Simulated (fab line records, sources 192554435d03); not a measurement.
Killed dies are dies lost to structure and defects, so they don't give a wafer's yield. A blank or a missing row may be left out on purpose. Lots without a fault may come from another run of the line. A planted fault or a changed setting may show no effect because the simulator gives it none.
fab line records | flow n5_finfet
record lots=11 wafers=31 last_day=21
route steps=1938 shown BEOL_M7@1327 BEOL_M8@1350
lots that met no fault: from a run of the same line without faults
start_h: hours from the record's first day to the start of the lot's first wafer shown | wait_h: hours since the lot's step before | " the same as in the row above | L1.1+2: a row that stands for several wafers | - no value, or no start given | * or withheld: withheld | < > ~ a bound
route shown NAME@n: a module of which the file shows steps, and the number in the route of the first | usual: mean/standard deviation of fault-free wafers | same: alike in all rows | chamber/n: place in a boat | sites: the reading at each site | _std_site: their standard deviation | _edge_site: outer sites' mean less inner sites' | radius_mm: how far each site lies from the wafer's centre | mask NAME#n: copy n | behind: the tool/chamber that last shaped the wafer | hold: why the lot was held/for how many hours/how that ended | device: the transistor (n, p or np) that didn't switch | end of line: the same wafers' tests at the end of the route | a step without rows: its recipe alone | killed: dies lost to structure and defects at the first sort, not the wafer's yield | map: a wafer's dies, x killed, . not, _ none there
set.NAME: the setting as run; set.NAME@STEP: as run at that earlier step | model.NAME: the simulator's own value behind a step, which no gauge read
steps of the route over a sample of lots; a table a step, a row a wafer
services: from which hour (start_h, from the record's first day; less than 0 if before it) a tool's chamber was out of use, for how many hours, and why
## steps
# step N5_BEOL_M7_THK_MEAS_53
# recipe thk_meas_gauge=xrf reads=Cu_of_BEOL_M7_ECD_50
# usual M7_THK=77.6/2.5
# columns lot.wafer tool chamber start_h wait_h M7_THK[nm]
L899.2 film_metro-02 - 302.02 - 77.1
L899.5 " - " " 75.2
L899.6 " - " " 80.6
L898.1 film_metro-02 - 306.45 - 78.4
L898.4 " - " " 80.4
L898.5 " - " " 76.2
L900.2 film_metro-01 - 309.28 - 77.5
L900.6 " - " " 78.1
L902.2 film_metro-01 - 309.36 - 74.9
L902.3 " - " " 74.6
L902.4 " - " " 81.2
L901.1 film_metro-02 - 309.90 - 79.5
L901.4 " - " " 77.5
L901.6 " - " " 80.5
L912.1 film_metro-01 - 374.69 - 75.2
L912.2 " - " " 78.3
L912.5 " - " " 74.8
L910.1 film_metro-01 - 382.92 - 72.3
L910.2 " - " " 78.1
L910.6 " - " " 72.5
L913.2 film_metro-02 - 388.93 - 75.6
L913.3 " - " " 79.8
L913.6 " - " " 77.5
L916.3 film_metro-02 - 408.07 - 78.5
L916.6 " - " " 80.8
L917.1 film_metro-02 - 416.05 - 80.6
L917.3 " - " " 82.0
L917.4 " - " " 78.9
L920.2 film_metro-01 - 431.31 - 77.9
L920.3 " - " " 74.8
L920.6 " - " " 78.4
# step N5_BEOL_M7_INSPECT_58
# recipe inspect_instrument=darkfield mode=post_dep
# usual raw_defect_count=70/24
# columns lot.wafer tool chamber start_h wait_h raw_defect_count
L899.2 defect_inspect-01 - 302.18 0.0 57
L899.5 " - " " 65
L899.6 " - " " 69
L898.1 defect_inspect-01 - 306.61 0.0 96
L898.4 " - " " 72
L898.5 " - " " 72
L900.2 defect_inspect-01 - 309.44 0.0 57
L900.6 " - " " 34
L902.2 defect_inspect-02 - 309.52 0.0 51
L902.3 " - " " 68
L902.4 " - " " 55
L901.1 defect_inspect-02 - 310.05 0.0 104
L901.4 " - " " 105
L901.6 " - " " 77
L912.1 defect_inspect-02 - 374.85 0.0 74
L912.2 " - " " 101
L912.5 " - " " 71
L910.1 defect_inspect-01 - 383.07 0.0 82
L910.2 " - " " 94
L910.6 " - " " 124
L913.2 defect_inspect-02 - 389.09 0.0 39
L913.3 " - " " 95
L913.6 " - " " 57
L916.3 defect_inspect-01 - 408.23 0.0 83
L916.6 " - " " 86
L917.1 defect_inspect-01 - 416.23 0.0 42
L917.3 " - " " 56
L917.4 " - " " 55
L920.2 defect_inspect-01 - 431.46 0.0 33
L920.3 " - " " 67
L920.6 " - " " 31
# step N5_BEOL_M8_ETCH_62
# recipe chemistry=N2/H2 target=SOC target_depth_a=1100 overetch_a=220 mask_material=SiARC temp_c=40 time_s=165 ion_energy_ev=200 pressure_mtorr=30 source_w=840 bias_w=150 n2_flow_sccm=200 h2_flow_sccm=200
# usual bias_w=150.0/0.47 drypump_motor_current_A=6.0/0.4 oes_product_au=0.68/0.06 rf_vpp_V=524.6/2.2 showerhead_plenum_p_Torr=2.57/0.081 throttle_valve_pct=17.79/0.24
# columns lot.wafer tool chamber start_h wait_h bias_w drypump_motor_current_A oes_product_au rf_hours_counter_h rf_vpp_V showerhead_plenum_p_Torr throttle_valve_pct
L899.2 rie_diel-01 2 305.92 0.0 150.2 5.6 0.59 230 524.2 2.52 17.78
L899.5 " 0 " " 150.1 6.2 0.66 - 528.9 2.69 18.07
L899.6 " 3 " " 149.6 6.4 0.60 - 523.2 2.51 17.66
L898.1 rie_diel-01 3 309.97 0.0 150.6 6.4 0.60 222 524.0 2.51 17.66
L898.4 " 0 " " 150.3 6.2 0.66 130 527.0 2.69 18.07
L898.5 " 1 " " 150.1 6.0 0.76 - 522.7 2.48 17.76
L900.2 rie_diel-05 3 313.17 0.0 150.0 6.7 0.69 75 528.1 2.66 17.50
L900.6 " 2 " " 149.5 5.7 0.69 - 524.1 2.57 17.79
L902.2 rie_diel-01 3 313.29 0.0 150.8 6.4 0.59 225 522.3 2.51 17.69
L902.3 " 2 " " 149.2 5.6 0.59 234 523.0 2.52 17.80
L902.4 " 1 " " 150.5 6.0 0.76 22 521.0 2.48 17.77
L901.1 rie_diel-01 1 314.00 0.0 150.2 5.9 0.76 22 521.4 2.48 17.77
L901.4 " 0 " " 150.5 6.2 0.65 133 527.0 2.69 18.08
L901.6 " 0 " " 150.3 6.2 0.65 - 527.9 2.69 18.08
L912.1 rie_diel-05 3 378.28 0.0 149.9 6.7 0.67 101 527.4 2.65 17.56
L912.2 " 2 " " 149.3 5.8 0.67 123 524.6 2.56 17.82
L912.5 " 0 " " 149.8 5.7 0.64 - 527.9 2.63 17.40
L910.1 rie_diel-05 2 385.95 0.0 196.2 5.8 0.66 126 619.2 2.56 17.84
L910.2 " 1 " " 196.1 6.2 0.68 100 623.6 2.69 18.19
L910.6 " 0 " " 194.8 5.7 0.64 - 622.4 2.63 17.41
L913.2 rie_diel-05 0 392.15 0.0 196.3 5.7 0.63 138 623.5 2.63 17.43
L913.3 " 2 " " 195.5 5.7 0.66 129 620.5 2.56 17.84
L913.6 " 3 " " 195.5 6.7 0.67 - 624.4 2.65 17.56
L916.3 rie_diel-01 2 412.15 0.0 149.4 5.6 0.77 19 521.4 2.50 17.49
L916.6 " 1 " " 150.7 6.0 0.70 - 522.2 2.46 17.86
L917.1 rie_diel-01 1 418.15 0.0 151.1 6.0 0.69 69 522.1 2.46 17.86
L917.3 " 3 " " 150.9 6.4 0.82 3 522.6 2.50 17.39
L917.4 " 0 " " 149.9 6.2 0.62 179 526.3 2.67 18.17
L920.2 rie_diel-01 0 436.01 0.0 149.9 6.2 0.61 186 526.2 2.67 18.18
L920.3 " 1 " " 150.3 5.9 0.69 74 521.7 2.46 17.87
L920.6 " 1 " " 149.7 6.0 0.69 - 522.3 2.46 17.85
# step N5_BEOL_M8_HM_OPEN_17
# recipe chemistry=Cl2/BCl3 target_depth_a=200 overetch_a=60 target=TiN mask_material=SOC ion_energy_ev=150 pressure_mtorr=10 icp_w=1000 bias_w=126 Cl2_flow_sccm=53.25 bcl3_flow_sccm=21.75 Ar_flow_sccm=25
# usual drypump_motor_current_A=6.0/0.47 oes_product_au=0.66/0.073 throttle_valve_pct=22.0/0.33
# columns lot.wafer tool chamber start_h wait_h drypump_motor_current_A oes_product_au rf_hours_counter_h throttle_valve_pct
L899.2 rie_metal-02 0 306.19 0.1 5.4 0.64 51 22.1
L899.5 " 1 " " 5.4 0.56 - 22.5
L899.6 " 0 " " 5.4 0.64 - 22.1
L898.1 rie_metal-01 1 310.71 0.6 6.3 0.58 92 22.0
L898.4 " 1 " " 6.3 0.59 - 22.0
L898.5 " 0 " " 6.4 0.66 - 21.5
L900.2 rie_metal-01 0 315.58 2.3 6.4 0.65 43 21.5
L900.6 " 1 " " 6.3 0.58 - 22.1
L901.1 rie_metal-03 0 315.58 1.4 5.7 0.66 44 22.1
L901.4 " 1 " " 6.5 0.79 - 21.7
L901.6 " 1 " " 6.5 0.80 - 21.7
L902.2 rie_metal-02 1 315.58 2.1 5.4 0.57 104 22.5
L902.3 " 0 " " 5.4 0.64 - 22.1
L902.4 " 1 " " 5.5 0.56 - 22.5
L912.1 rie_metal-01 1 378.47 0.0 6.3 0.58 98 22.1
L912.2 " 0 " " 6.4 0.64 49 21.5
L912.5 " 1 " " 6.3 0.57 - 22.1
L910.1 rie_metal-01 0 386.15 0.0 6.4 0.65 50 21.5
L910.2 " 1 " " 6.3 0.57 100 22.1
L910.6 " 0 " " 6.4 0.65 - 21.5
L913.2 rie_metal-02 1 392.36 0.1 5.5 0.79 2 22.6
L913.3 " 1 " " 5.4 0.79 - 22.6
L913.6 " 0 " " 5.4 0.61 - 22.1
L916.3 rie_metal-01 0 412.39 0.1 6.4 0.63 - 21.5
L916.6 " 0 " " 6.4 0.64 - 21.5
L917.1 rie_metal-02 0 418.33 0.0 5.4 0.61 68 22.1
L917.3 " 0 " " 5.4 0.61 - 22.1
L917.4 " 1 " " 5.4 0.76 - 22.6
L920.2 rie_metal-03 0 436.20 0.0 5.7 0.65 50 22.1
L920.3 " 0 " " 5.7 0.66 - 22.1
L920.6 " 1 " " 6.5 0.75 - 21.7
## services
# columns tool chamber start_h hours kind
rie_diel-01 1 310.36 2.1 repair
rie_metal-03 - 319.65 10.0 pm
rie_metal-03 0 331.83 12.2 repair
rie_metal-02 1 336.31 18.0 repair
rie_metal-02 1 354.36 - clean
rie_metal-02 1 354.36 24.6 scheduled_down
rie_metal-02 1 354.36 24.6 vent_cycle
rie_diel-01 2 354.43 - clean
rie_diel-01 2 354.43 - consumable_replace:focus_ring
rie_diel-01 2 354.43 23.2 scheduled_down
rie_diel-01 2 354.43 23.2 vent_cycle
rie_diel-05 0 359.21 8.0 repair
rie_metal-01 - 373.24 0.2 repair
rie_metal-03 - 375.18 14.6 pm
rie_diel-01 3 377.91 - clean
rie_diel-01 3 377.91 - consumable_replace:focus_ring
rie_diel-01 3 377.91 30.8 scheduled_down
rie_diel-01 3 377.91 30.8 vent_cycle
rie_diel-05 - 410.63 0.9 repair
rie_metal-01 1 412.03 - clean
rie_metal-01 1 412.03 22.8 scheduled_down
rie_metal-01 1 412.03 22.8 vent_cycle
rie_diel-01 3 432.33 4.8 repair
## key
first_sign step=N5_BEOL_M8_ETCH_62 reading=bias_w direction=up sigmas=97 usual=* struck=*
effect step=N5_BEOL_M8_ETCH_62 reading=rf_vpp_V direction=up sigmas=44 usual=524.6 struck=622.2
met_at N5_BEOL_M8_ETCH_62
struck_lots L910,L913
not_acting_at N5_BEOL_M7_THK_MEAS_53,N5_BEOL_M7_INSPECT_58,N5_BEOL_M8_HM_OPEN_17
onset_between 378.28 385.95
fault kind=process_parameter_drift tool=rie_diel-05 chamber=- onset_h=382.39 steps=N5_BEOL_M8_ETCH_62 channel=bias_w offset=* shape=step end_h=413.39 acts_in=* stated=*
